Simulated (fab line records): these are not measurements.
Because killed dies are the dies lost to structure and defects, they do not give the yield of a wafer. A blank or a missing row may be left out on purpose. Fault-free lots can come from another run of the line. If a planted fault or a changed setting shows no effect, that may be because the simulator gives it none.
Chamber matching -- flow n5Finfet -- N5_GATE_CUT_CMP_61 on cmp-04: 4 sister chambers
The step polishes, stops on SiNx, t overpolish 3 s. 4 wafers are shown with their chamber, then 8 later ones without.

EACH WAFER AND ITS CHAMBER
wafer,chamber,motorCurrentA (A)
L081.5,1,12.8
L090.4,2,13.7
L090.5,3,12.0
L091.3,0,12.9

WAFERS MISSING THEIR CHAMBER
wafer,motorCurrentA (A)
L091.5,13.0
L091.6,11.0
L093.1,13.8
L093.2,13.1
L093.4,11.7
L096.2,13.8
L096.3,12.8
L096.4,11.3

CHAMBER TAKEN BY EACH
wafer,from the rows above,in truth
L091.5,can't be placed: 0 or 1 or 2 or 3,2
L091.6,can't be placed: 3 or 1 or 0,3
L093.1,can't be placed: 2 or 0 or 1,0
L093.2,can't be placed: 0 or 1 or 2 or 3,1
L093.4,can't be placed: 3 or 1 or 0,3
L096.2,can't be placed: 2 or 0 or 1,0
L096.3,can't be placed: 1 or 0 or 3 or 2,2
L096.4,can't be placed: 3 or 1 or 0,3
0 of 8 placed correctly. From these rows, 8 cannot be placed; in 8 the true chamber is one of the candidates. Wrongly placed: 0.
How it was worked out, from the rows above alone: a wafer's distance from a chamber is the root of the sum, over the readings, of the square of ((its reading less the chamber's mean) divided by the reading's scatter). If the next closest chamber is less than 2 further off than the closest, the wafer can't be placed; otherwise it belongs to the closest. Each chamber's mean is taken over the wafers shown for it. The scatter: with one shown wafer a chamber, the root of the mean of the squares of how far each hidden wafer lies from its nearest shown one.
